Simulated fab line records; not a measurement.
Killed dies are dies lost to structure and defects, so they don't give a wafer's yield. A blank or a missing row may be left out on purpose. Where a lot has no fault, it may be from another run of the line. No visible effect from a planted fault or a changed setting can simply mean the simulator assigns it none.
fab line records ; flow n5Finfet ; part 1 of 2: steps 1 to 22 of 28
record lots=5; wafers=15; lastDay=18
route steps=1938 shown MOL_CONTACT_COAG@629 BEOL_M0_SAQP@632
lots that met no fault: from a run of the same line without faults
startH: the number of hours between the record's first day and the start of the first shown wafer of the lot ; waitH: hours from the lot's prior step to this one ; " the same as in the row above ; L1.1+2: a row that stands for several wafers ; - no value present, or no start provided ; * or withheld: withheld ; < > ~ a bound
route shown NAME@n: names a module that has steps shown in the file, with the first one's number in the route ; usual: average and standard deviation across the fault-free wafers ; same: alike in all rows ; chamber/n: place in a boat ; sites: each site's reading ; _std_site: how widely they spread, as a standard deviation ; _edge_site: the outer-site mean with the inner-site mean subtracted ; radiusMm: for every site, how far away it sits from the centre of the wafer ; mask NAME#n: copy n ; behind: the most recent tool/chamber to have shaped the wafer ; hold: why the lot was held/for how many hours/how that ended ; device: which transistor (n, p or np) failed to switch ; end of line: the route-end tests of the same wafers ; step lacking rows: just its recipe ; killed: the dies lost at the first sort to structure and to defects; this is not the yield of the wafer ; map: a wafer's dies, marking killed ones x, the rest . and places with no die _
set.NAME: the setting as run; set.NAME@STEP: as run at that earlier step ; model.NAME: the simulator's own value behind a step, which no gauge read
certain route steps with their lots: each step a table, each wafer a row
services: a tool's chamber out of use, with start hour (startH, from the record's first day; less than 0 if before it), hours out, and reason
## steps
# step N5_MOL_CONTACT_COAG_ANNEAL_112
# recipe tempC=400; timeS=1800; ambient=HPD2; pressureAtm=10
# usual spikeTcLowerC=400.7/1; spikeTcTopC=428.1/1.1; wafer_temp_C_max=402.0/0.38
lot.wafer;tool;chamber;startH;waitH;spikeTcLowerC;spikeTcTopC;wafer_temp_C_max
L075.1;hpAnneal-01;0;111.10;0.5;400.5;426.7;402.1
L075.3;hpAnneal-01;0;111.10;0.5;401.8;430.0;402.4
L075.4;hpAnneal-01;0;111.10;0.5;400.0;426.4;402.3
L084.2;hpAnneal-01;0;166.89;0.0;400.7;428.5;403.0
L084.3;hpAnneal-01;0;166.89;0.0;402.7;429.5;402.3
L084.5;hpAnneal-01;0;166.89;0.0;401.2;429.0;401.7
L091.1;hpAnneal-01;0;201.48;0.0;400.9;426.3;402.2
L091.5;hpAnneal-01;0;201.48;0.0;401.1;426.4;402.8
L091.6;hpAnneal-01;0;201.48;0.0;400.5;428.9;402.0
L092.1;hpAnneal-01;0;211.26;0.0;400.5;427.0;402.0
L092.3;hpAnneal-01;0;211.26;0.0;398.3;427.3;402.5
L092.5;hpAnneal-01;0;211.26;0.0;399.6;425.6;401.9
L095.3;hpAnneal-01;0;230.17;0.9;399.8;427.1;402.2
L095.5;hpAnneal-01;0;230.17;0.9;400.5;428.0;401.9
L095.6;hpAnneal-01;0;230.17;0.9;400.2;428.3;402.2
# step N5_MOL_CONTACT_COAG_INSPECT_97
# recipe inspectInstrument=darkfield; mode=postAnneal
# usual rawDefectCount=49/24
lot.wafer;tool;chamber;startH;waitH;rawDefectCount
L075.1;defectInspect-01;-;114.13;0.0;35
L075.3;defectInspect-01;-;114.13;0.0;52
L075.4;defectInspect-01;-;114.13;0.0;34
L084.2;defectInspect-01;-;169.94;0.1;48
L084.3;defectInspect-01;-;169.94;0.1;55
L084.5;defectInspect-01;-;169.94;0.1;44
L091.1;defectInspect-02;-;204.51;0.0;29
L091.5;defectInspect-02;-;204.51;0.0;59
L091.6;defectInspect-02;-;204.51;0.0;46
L092.1;defectInspect-02;-;214.28;0.0;148
L092.3;defectInspect-02;-;214.28;0.0;48
L092.5;defectInspect-02;-;214.28;0.0;69
L095.3;defectInspect-01;-;233.23;0.1;25
L095.5;defectInspect-01;-;233.23;0.1;39
L095.6;defectInspect-01;-;233.23;0.1;31
# step N5_BEOL_M0_SAQP_PECVD_00
# recipe material=SiCN; targetThkA=80; tempC=withheld; precursor=3MS/NH3; pressureTorr=3; rfW=202; timeS=14
# usual showerheadPlenumPTorr=3.667/0.016; showerheadVppV=858/26; throttleValvePct=9.2/0.51
lot.wafer;tool;chamber;startH;waitH;showerheadPlenumPTorr;showerheadVppV;throttleValvePct
L075.1;pecvd-02;0;114.46;0.2;3.677;852;8.7
L075.3;pecvd-02;2;114.46;0.2;3.684;850;9.0
L075.4;pecvd-02;0;114.46;0.2;3.667;845;9.0
L084.2;pecvd-01;2;170.25;0.2;3.628;875;8.7
L084.3;pecvd-01;1;170.25;0.2;3.671;879;9.9
L084.5;pecvd-01;1;170.25;0.2;3.677;874;9.9
L091.1;pecvd-01;2;204.85;0.2;3.635;869;8.6
L091.5;pecvd-01;1;204.85;0.2;3.659;901;10.0
L091.6;pecvd-01;2;204.85;0.2;3.649;859;8.9
L092.1;pecvd-01;0;214.62;0.2;3.652;884;9.4
L092.3;pecvd-01;2;214.62;0.2;3.628;878;8.9
L092.5;pecvd-01;0;214.62;0.2;3.656;881;9.3
L095.3;pecvd-04;1;233.54;0.1;3.673;838;9.7
L095.5;pecvd-04;1;233.54;0.1;3.670;835;9.9
L095.6;pecvd-04;0;233.54;0.1;3.664;889;9.5
# step N5_BEOL_M0_SAQP_ILD_DEP_01
# recipe material=SiOC; targetThkA=454.19; tempC=350; precursor=DEMS/O2; pressureTorr=5; rfW=500; timeS=8.7
# usual heaterPowerW=471/68; showerheadPlenumPTorr=5.697/0.017; showerheadVppV=1350/38; throttleValvePct=12.2/0.67
lot.wafer;tool;chamber;startH;waitH;heaterPowerW;showerheadPlenumPTorr;showerheadVppV;throttleValvePct
L075.1;pecvd-02;0;114.48;0.0;489;5.697;1326;11.7
L075.3;pecvd-02;2;114.48;0.0;513;5.733;1325;11.5
L075.4;pecvd-02;0;114.48;0.0;489;5.694;1330;11.6
L084.2;pecvd-01;2;170.28;0.0;563;5.666;1388;11.6
L084.3;pecvd-01;1;170.28;0.0;346;5.685;1396;13.0
L084.5;pecvd-01;1;170.28;0.0;346;5.694;1411;13.1
L091.1;pecvd-01;2;204.87;0.0;467;5.664;1382;11.7
L091.5;pecvd-01;1;204.87;0.0;376;5.717;1395;13.1
L091.6;pecvd-01;2;204.87;0.0;486;5.645;1363;11.7
L092.1;pecvd-01;0;214.64;0.0;497;5.687;1351;12.1
L092.3;pecvd-01;2;214.64;0.0;561;5.648;1394;11.5
L092.5;pecvd-01;0;214.64;0.0;488;5.676;1386;12.1
L095.3;pecvd-04;1;233.58;0.0;359;5.684;1296;13.1
L095.5;pecvd-04;1;233.58;0.0;372;5.704;1332;12.9
L095.6;pecvd-04;0;233.58;0.0;518;5.698;1363;12.8
# step N5_BEOL_M0_SAQP_HM_DEP_02
# recipe material=TiN; targetThkA=120; tempC=25; chamberPressurePa=0.49996
# usual throttleValvePct=30.2/0.73
lot.wafer;tool;chamber;startH;waitH;throttleValvePct
L075.1;pvdSputter-01;-;118.42;3.9;30.9
L075.3;pvdSputter-01;-;118.42;3.9;29.1
L075.4;pvdSputter-01;-;118.42;3.9;31.1
L084.2;pvdSputter-01;-;172.88;2.6;30.9
L084.3;pvdSputter-01;-;172.88;2.6;29.2
L084.5;pvdSputter-01;-;172.88;2.6;30.8
L091.1;pvdSputter-03;-;208.42;3.5;29.9
L091.5;pvdSputter-03;-;208.42;3.5;30.3
L091.6;pvdSputter-03;-;208.42;3.5;29.6
L092.1;pvdSputter-01;-;218.46;3.8;31.2
L092.3;pvdSputter-01;-;218.46;3.8;29.1
L092.5;pvdSputter-01;-;218.46;3.8;29.4
L095.3;pvdSputter-01;-;234.30;0.7;29.1
L095.5;pvdSputter-01;-;234.30;0.7;30.9
L095.6;pvdSputter-01;-;234.30;0.7;30.1
# step N5_BEOL_M0_SAQP_PECVD_03
# recipe material=SiCN; targetThkA=120; tempC=withheld; precursor=3MS/NH3; pressureTorr=3; rfW=202; timeS=21.1
# usual showerheadPlenumPTorr=3.666/0.017; showerheadVppV=860/23; throttleValvePct=9.2/0.5
lot.wafer;tool;chamber;startH;waitH;showerheadPlenumPTorr;showerheadVppV;throttleValvePct
L075.1;pecvd-01;2;118.55;0.1;3.632;886;8.9
L075.3;pecvd-01;0;118.55;0.1;3.651;871;9.1
L075.4;pecvd-01;0;118.55;0.1;3.650;866;9.2
L084.2;pecvd-04;0;173.01;0.1;3.667;890;9.5
L084.3;pecvd-04;1;173.01;0.1;3.674;824;9.9
L084.5;pecvd-04;1;173.01;0.1;3.670;862;9.6
L091.1;pecvd-01;1;208.54;0.1;3.673;911;10.0
L091.5;pecvd-01;1;208.54;0.1;3.672;880;9.9
L091.6;pecvd-01;0;208.54;0.1;3.657;884;9.2
L092.1;pecvd-04;0;218.60;0.1;3.673;871;9.8
L092.3;pecvd-04;1;218.60;0.1;3.662;843;9.9
L092.5;pecvd-04;0;218.60;0.1;3.666;901;9.6
L095.3;pecvd-02;0;234.45;0.1;3.668;844;8.8
L095.5;pecvd-02;0;234.45;0.1;3.669;870;9.1
L095.6;pecvd-02;2;234.45;0.1;3.695;864;9.1
# step N5_BEOL_M0_SAQP_PECVD_96
# recipe material=a-Si; targetThkA=450; tempC=350; precursor=SiH4/He; pressureTorr=3; rfW=100; timeS=45.2
# usual heaterPowerW=611/72; showerheadPlenumPTorr=5.67/0.065; showerheadVppV=606/16; throttleValvePct=18.5/0.98
lot.wafer;tool;chamber;startH;waitH;heaterPowerW;showerheadPlenumPTorr;showerheadVppV;throttleValvePct
L075.1;pecvd-01;2;118.58;0.0;621;5.55;601;17.6
L075.3;pecvd-01;0;118.58;0.0;593;5.61;613;18.5
L075.4;pecvd-01;0;118.58;0.0;594;5.63;617;18.7
L084.2;pecvd-04;0;173.04;0.0;603;5.68;618;19.5
L084.3;pecvd-04;1;173.04;0.0;503;5.70;580;19.9
L084.5;pecvd-04;1;173.04;0.0;498;5.69;595;20.0
L091.1;pecvd-01;1;208.57;0.0;495;5.68;617;20.0
L091.5;pecvd-01;1;208.57;0.0;490;5.69;621;19.9
L091.6;pecvd-01;0;208.57;0.0;644;5.62;613;18.5
L092.1;pecvd-04;0;218.64;0.0;613;5.66;623;19.6
L092.3;pecvd-04;1;218.64;0.0;569;5.68;584;20.1
L092.5;pecvd-04;0;218.64;0.0;640;5.66;617;19.3
L095.3;pecvd-02;0;234.50;0.0;643;5.69;602;17.7
L095.5;pecvd-02;0;234.50;0.0;632;5.70;606;17.5
L095.6;pecvd-02;2;234.50;0.0;689;5.78;601;17.9
# step N5_BEOL_M0_SAQP_PECVD_97
# recipe material=SiNx; targetThkA=230; tempC=350; precursor=SiH4/NH3/N2; pressureTorr=1.5; rfW=300; timeS=19.9
# usual heaterPowerW=535/77; showerheadPlenumPTorr=5.15/0.088; showerheadVppV=1050/29; throttleValvePct=40.6/2.2
lot.wafer;tool;chamber;startH;waitH;heaterPowerW;showerheadPlenumPTorr;showerheadVppV;throttleValvePct
L075.1;pecvd-01;2;118.62;0.0;654;4.98;1073;38.3
L075.3;pecvd-01;0;118.62;0.0;516;5.09;1075;40.6
L075.4;pecvd-01;0;118.62;0.0;526;5.08;1065;40.5
L084.2;pecvd-04;0;173.09;0.0;626;5.13;1083;42.4
L084.3;pecvd-04;1;173.09;0.0;433;5.15;1030;43.9
L084.5;pecvd-04;1;173.09;0.0;442;5.17;1014;43.8
L091.1;pecvd-01;1;208.61;0.0;395;5.15;1078;43.8
L091.5;pecvd-01;1;208.61;0.0;398;5.16;1083;43.9
L091.6;pecvd-01;0;208.61;0.0;540;5.07;1068;40.7
L092.1;pecvd-04;0;218.71;0.0;571;5.14;1066;43.2
L092.3;pecvd-04;1;218.71;0.0;455;5.16;1051;43.6
L092.5;pecvd-04;0;218.71;0.0;573;5.14;1098;42.7
L095.3;pecvd-02;0;234.57;0.0;523;5.19;1035;38.6
L095.5;pecvd-02;0;234.57;0.0;522;5.19;1026;38.8
L095.6;pecvd-02;2;234.57;0.0;600;5.30;1051;39.4
# step N5_BEOL_M0_SAQP_PECVD_04
# recipe material=a-Si; targetThkA=600; tempC=350; precursor=SiH4/He; pressureTorr=3; rfW=100; timeS=60.2
# usual heaterPowerW=607/75; showerheadPlenumPTorr=5.67/0.065; showerheadVppV=607/16; throttleValvePct=18.5/0.99
lot.wafer;tool;chamber;startH;waitH;heaterPowerW;showerheadPlenumPTorr;showerheadVppV;throttleValvePct
L075.1;pecvd-01;2;118.66;0.0;612;5.53;618;17.6
L075.3;pecvd-01;0;118.66;0.0;629;5.62;617;18.8
L075.4;pecvd-01;0;118.66;0.0;615;5.61;613;18.0
L084.2;pecvd-04;0;173.13;0.0;694;5.66;625;19.1
L084.3;pecvd-04;1;173.13;0.0;557;5.67;590;19.8
L084.5;pecvd-04;1;173.13;0.0;566;5.68;595;19.9
L091.1;pecvd-01;1;208.65;0.0;512;5.69;630;20.2
L091.5;pecvd-01;1;208.65;0.0;509;5.68;643;20.0
L091.6;pecvd-01;0;208.65;0.0;593;5.62;623;18.2
L092.1;pecvd-04;0;218.77;0.0;613;5.66;621;19.5
L092.3;pecvd-04;1;218.77;0.0;527;5.70;602;19.6
L092.5;pecvd-04;0;218.77;0.0;614;5.67;628;19.3
L095.3;pecvd-02;0;234.64;0.1;644;5.69;603;17.7
L095.5;pecvd-02;0;234.64;0.1;656;5.67;599;17.4
L095.6;pecvd-02;2;234.64;0.1;663;5.77;592;17.7
# step N5_BEOL_M0_SAQP_THK_MEAS_05
# usual thkNm=60.2/1
lot.wafer;tool;chamber;startH;waitH;thkNm
L075.1;filmMetro-02;-;118.76;0.1;60.4
L075.3;filmMetro-02;-;118.76;0.1;59.2
L075.4;filmMetro-02;-;118.76;0.1;59.3
L084.2;filmMetro-01;-;173.22;0.1;58.0
L084.3;filmMetro-01;-;173.22;0.1;57.4
L084.5;filmMetro-01;-;173.22;0.1;58.8
L091.1;filmMetro-02;-;208.75;0.1;60.6
L091.5;filmMetro-02;-;208.75;0.1;61.8
L091.6;filmMetro-02;-;208.75;0.1;61.3
L092.1;filmMetro-01;-;218.89;0.1;58.5
L092.3;filmMetro-01;-;218.89;0.1;60.7
L092.5;filmMetro-01;-;218.89;0.1;59.7
L095.3;filmMetro-01;-;234.73;0.1;60.9
L095.5;filmMetro-01;-;234.73;0.1;61.8
L095.6;filmMetro-01;-;234.73;0.1;60.9
# step N5_BEOL_M0_SAQP_HM_DEP_111
# recipe material=SiO2; targetThkA=120; tempC=400; precursor=SiH4/N2O; pressureTorr=0.75; rfW=275; timeS=7.2
# usual heaterPowerW=767/87; showerheadPlenumPTorr=8.19/0.16; showerheadVppV=1000/26
lot.wafer;tool;chamber;startH;waitH;heaterPowerW;showerheadPlenumPTorr;showerheadVppV
L075.1;pecvd-01;0;118.79;0.0;806;8.01;1002
L075.3;pecvd-01;2;118.79;0.0;901;7.80;1000
L075.4;pecvd-01;0;118.79;0.0;794;8.02;1007
L084.2;pecvd-02;2;173.26;0.0;716;8.44;994
L084.3;pecvd-02;1;173.26;0.0;875;8.26;934
L084.5;pecvd-02;1;173.26;0.0;861;8.26;945
L091.1;pecvd-02;1;208.79;0.0;909;8.26;944
L091.5;pecvd-02;1;208.79;0.0;900;8.27;964
L091.6;pecvd-02;2;208.79;0.0;790;8.46;994
L092.1;pecvd-02;0;218.93;0.0;826;8.23;995
L092.3;pecvd-02;1;218.93;0.0;919;8.28;953
L092.5;pecvd-02;0;218.93;0.0;793;8.25;1011
L095.3;pecvd-01;2;234.79;0.1;903;7.79;1019
L095.5;pecvd-01;2;234.79;0.1;901;7.80;1011
L095.6;pecvd-01;0;234.79;0.1;675;8.02;1010
# step N5_BEOL_M0_SAQP_COAT_81
# recipe resist=SOC; tempC=250; timeS=60; spinRpm=1500; resistThkNm=100
# usual resistLineTempC=23.01/0.11
lot.wafer;tool;chamber;startH;waitH;resistLineTempC
L075.1;lithoTrack-03;0;118.87;0.1;22.98
L075.3;lithoTrack-03;0;118.87;0.1;22.83
L075.4;lithoTrack-03;0;118.87;0.1;22.86
L084.2;lithoTrack-05;0;173.34;0.1;22.77
L084.3;lithoTrack-05;0;173.34;0.1;22.89
L084.5;lithoTrack-05;0;173.34;0.1;22.90
L091.1;lithoTrack-05;0;208.89;0.1;23.12
L091.5;lithoTrack-05;0;208.89;0.1;23.20
L091.6;lithoTrack-05;0;208.89;0.1;23.23
L092.1;lithoTrack-05;0;219.01;0.1;23.15
L092.3;lithoTrack-05;0;219.01;0.1;23.18
L092.5;lithoTrack-05;0;219.01;0.1;23.05
L095.3;lithoTrack-02;0;234.87;0.1;23.05
L095.5;lithoTrack-02;0;234.87;0.1;23.08
L095.6;lithoTrack-02;0;234.87;0.1;23.07
# step N5_BEOL_M0_SAQP_COAT_82
# recipe resist=SiARC; tempC=220; timeS=60; spinRpm=1500; resistThkNm=30
# usual resistLineTempC=22.98/0.11
lot.wafer;tool;chamber;startH;waitH;resistLineTempC
L075.1;lithoTrack-03;0;-;-;23.03
L075.3;lithoTrack-03;0;-;-;23.10
L075.4;lithoTrack-03;0;-;-;22.97
L084.2;lithoTrack-05;0;-;-;22.89
L084.3;lithoTrack-05;0;-;-;22.96
L084.5;lithoTrack-05;0;-;-;23.03
L091.1;lithoTrack-05;0;-;-;22.86
L091.5;lithoTrack-05;0;-;-;22.79
L091.6;lithoTrack-05;0;-;-;22.75
L092.1;lithoTrack-05;0;-;-;22.98
L092.3;lithoTrack-05;0;-;-;23.07
L092.5;lithoTrack-05;0;-;-;23.07
L095.3;lithoTrack-02;0;-;-;23.16
L095.5;lithoTrack-02;0;-;-;23.13
L095.6;lithoTrack-02;0;-;-;23.03
# step N5_BEOL_M0_SAQP_COAT_08
# recipe resist=CAR-ArF; spinRpm=1500; resistThkNm=90
# usual resistLineTempC=22.97/0.1
lot.wafer;tool;chamber;startH;waitH;resistLineTempC
L075.1;lithoTrack-03;0;-;-;23.14
L075.3;lithoTrack-03;0;-;-;22.87
L075.4;lithoTrack-03;0;-;-;23.02
L084.2;lithoTrack-05;0;-;-;22.88
L084.3;lithoTrack-05;0;-;-;23.07
L084.5;lithoTrack-05;0;-;-;23.04
L091.1;lithoTrack-05;0;-;-;22.81
L091.5;lithoTrack-05;0;-;-;22.87
L091.6;lithoTrack-05;0;-;-;22.93
L092.1;lithoTrack-05;0;-;-;23.08
L092.3;lithoTrack-05;0;-;-;22.94
L092.5;lithoTrack-05;0;-;-;23.04
L095.3;lithoTrack-02;0;-;-;23.16
L095.5;lithoTrack-02;0;-;-;23.10
L095.6;lithoTrack-02;0;-;-;23.14
# step N5_BEOL_M0_SAQP_EBR_10
# recipe solvent=PGMEA; ebrWidthMm=1.5
# usual resistLineTempC=23.00/0.1
lot.wafer;tool;chamber;startH;waitH;resistLineTempC
L075.1;lithoTrack-03;0;-;-;22.94
L075.3;lithoTrack-03;0;-;-;22.94
L075.4;lithoTrack-03;0;-;-;23.07
L084.2;lithoTrack-05;0;-;-;23.12
L084.3;lithoTrack-05;0;-;-;23.17
L084.5;lithoTrack-05;0;-;-;23.09
L091.1;lithoTrack-05;0;-;-;22.97
L091.5;lithoTrack-05;0;-;-;22.99
L091.6;lithoTrack-05;0;-;-;23.09
L092.1;lithoTrack-05;0;-;-;22.93
L092.3;lithoTrack-05;0;-;-;22.99
L092.5;lithoTrack-05;0;-;-;22.92
L095.3;lithoTrack-02;0;-;-;22.91
L095.5;lithoTrack-02;0;-;-;23.01
L095.6;lithoTrack-02;0;-;-;22.94
# step N5_BEOL_M0_SAQP_SOFTBAKE_09
# recipe tempC=110; timeS=60; resist=CAR-ArF
# usual resistLineTempC=22.99/0.11
lot.wafer;tool;chamber;startH;waitH;resistLineTempC
L075.1;lithoTrack-03;0;-;-;22.99
L075.3;lithoTrack-03;0;-;-;22.83
L075.4;lithoTrack-03;0;-;-;22.82
L084.2;lithoTrack-05;0;-;-;23.04
L084.3;lithoTrack-05;0;-;-;23.08
L084.5;lithoTrack-05;0;-;-;23.08
L091.1;lithoTrack-05;0;-;-;22.87
L091.5;lithoTrack-05;0;-;-;22.82
L091.6;lithoTrack-05;0;-;-;22.70
L092.1;lithoTrack-05;0;-;-;22.96
L092.3;lithoTrack-05;0;-;-;22.97
L092.5;lithoTrack-05;0;-;-;22.99
L095.3;lithoTrack-02;0;-;-;23.12
L095.5;lithoTrack-02;0;-;-;22.93
L095.6;lithoTrack-02;0;-;-;23.00
# step N5_BEOL_M0_SAQP_EXPOSE_11
# recipe maskId=M0_CORE; na=1.35; sourceShape=dipole; sigmaInner=0.538; sigmaOuter=0.738; polarization=te; targetCdNm=42; doseMj=55
# same na=1.35; sigmaInner=0.538
lot.wafer;tool;chamber;startH;waitH;mask
L075.1+3+4;arfiScanner-03;0;119.11;-;M0_CORE#0
L084.2+3+5;arfiScanner-02;0;173.59;-;M0_CORE#0
L091.1+5+6;arfiScanner-01;0;209.00;-;M0_CORE#0
L092.1+3+5;arfiScanner-03;0;219.25;-;M0_CORE#0
L095.3+5+6;arfiScanner-02;0;235.00;-;M0_CORE#0
# step N5_BEOL_M0_SAQP_PEB_12
# recipe pebTempC=withheld; pebTimeS=60; resist=CAR-ArF
# usual resistLineTempC=23.00/0.12
lot.wafer;tool;chamber;startH;waitH;resistLineTempC
L075.1;lithoTrack-05;0;119.17;0.1;23.19
L075.3;lithoTrack-05;0;119.17;0.1;23.29
L075.4;lithoTrack-05;0;119.17;0.1;23.09
L084.2;lithoTrack-02;0;173.64;0.0;22.96
L084.3;lithoTrack-02;0;173.64;0.0;23.05
L084.5;lithoTrack-02;0;173.64;0.0;22.93
L091.1;lithoTrack-03;0;209.06;0.1;22.74
L091.5;lithoTrack-03;0;209.06;0.1;22.83
L091.6;lithoTrack-03;0;209.06;0.1;22.94
L092.1;lithoTrack-05;0;219.31;0.1;22.82
L092.3;lithoTrack-05;0;219.31;0.1;22.84
L092.5;lithoTrack-05;0;219.31;0.1;23.10
L095.3;lithoTrack-02;0;235.05;0.0;23.11
L095.5;lithoTrack-02;0;235.05;0.0;23.04
L095.6;lithoTrack-02;0;235.05;0.0;23.17
# step N5_BEOL_M0_SAQP_DEVELOP_13
# recipe developTimeS=30; developer=TMAH; resist=CAR-ArF; devTempC=23; rinseLiquid=diw; dry=airSpin
# usual resistLineTempC=22.99/0.11
# same developTimeS=30
lot.wafer;tool;chamber;startH;waitH;resistLineTempC
L075.1;lithoTrack-05;0;-;-;23.11
L075.3;lithoTrack-05;0;-;-;22.98
L075.4;lithoTrack-05;0;-;-;23.16
L084.2;lithoTrack-02;0;-;-;22.83
L084.3;lithoTrack-02;0;-;-;23.06
L084.5;lithoTrack-02;0;-;-;23.19
L091.1;lithoTrack-03;0;-;-;23.01
L091.5;lithoTrack-03;0;-;-;22.97
L091.6;lithoTrack-03;0;-;-;23.01
L092.1;lithoTrack-05;0;-;-;22.86
L092.3;lithoTrack-05;0;-;-;22.99
L092.5;lithoTrack-05;0;-;-;22.96
L095.3;lithoTrack-02;0;-;-;23.00
L095.5;lithoTrack-02;0;-;-;22.84
L095.6;lithoTrack-02;0;-;-;23.00
# step N5_BEOL_M0_SAQP_CD_MEAS_14
# recipe targetCdNm=42.5; landingEnergyEv=500; detector=seInlens
# usual cdNm=42.6/0.4
lot.wafer;tool;chamber;startH;waitH;cdNm
L075.1;cdSem-02;0;119.24;-;42.7
L075.3;cdSem-02;0;119.24;-;42.3
L075.4;cdSem-02;0;119.24;-;42.5
L084.2;cdSem-01;0;173.71;-;42.6
L084.3;cdSem-01;0;173.71;-;42.6
L084.5;cdSem-01;0;173.71;-;42.5
L091.1;cdSem-01;0;209.13;-;42.4
L091.5;cdSem-01;0;209.13;-;42.1
L091.6;cdSem-01;0;209.13;-;42.5
L092.1;cdSem-01;0;219.38;-;42.0
L092.3;cdSem-01;0;219.38;-;42.9
L092.5;cdSem-01;0;219.38;-;42.1
L095.3;cdSem-02;0;235.12;-;42.3
L095.5;cdSem-02;0;235.12;-;42.3
L095.6;cdSem-02;0;235.12;-;42.4
# step N5_BEOL_M0_SAQP_OVL_MEAS_15
# recipe pointsPerWafer=44
# usual M0_CORE_OVL=0.1/0.67
lot.wafer;tool;chamber;startH;waitH;M0_CORE_OVL[nm]
L075.1;overlay-02;0;119.27;0.0;0.9
L075.3;overlay-02;0;119.27;0.0;0.1
L075.4;overlay-02;0;119.27;0.0;1.0
L084.2;overlay-01;0;173.74;0.0;0.6
L084.3;overlay-01;0;173.74;0.0;0.3
L084.5;overlay-01;0;173.74;0.0;0.5
L091.1;overlay-01;0;209.16;0.0;-0.5
L091.5;overlay-01;0;209.16;0.0;0.5
L091.6;overlay-01;0;209.16;0.0;0.0
L092.1;overlay-02;0;219.41;0.0;-1.6
L092.3;overlay-02;0;219.41;0.0;-0.8
L092.5;overlay-02;0;219.41;0.0;-0.3
L095.3;overlay-02;0;235.14;0.0;1.0
L095.5;overlay-02;0;235.14;0.0;0.7
L095.6;overlay-02;0;235.14;0.0;1.0
# step N5_BEOL_M0_SAQP_INSPECT_16
# recipe mode=adi; inspectInstrument=brightfield
# usual rawDefectCount=508/140
lot.wafer;tool;chamber;startH;waitH;rawDefectCount
L075.1;defectInspect-01;-;119.29;0.0;596
L075.3;defectInspect-01;-;119.29;0.0;570
L075.4;defectInspect-01;-;119.29;0.0;452
L084.2;defectInspect-02;-;173.76;0.0;612
L084.3;defectInspect-02;-;173.76;0.0;572
L084.5;defectInspect-02;-;173.76;0.0;574
L091.1;defectInspect-01;-;209.19;0.0;421
L091.5;defectInspect-01;-;209.19;0.0;300
L091.6;defectInspect-01;-;209.19;0.0;317
L092.1;defectInspect-01;-;219.43;0.0;254
L092.3;defectInspect-01;-;219.43;0.0;436
L092.5;defectInspect-01;-;219.43;0.0;430
L095.3;defectInspect-01;-;235.17;0.0;657
L095.5;defectInspect-01;-;235.17;0.0;556
L095.6;defectInspect-01;-;235.17;0.0;893
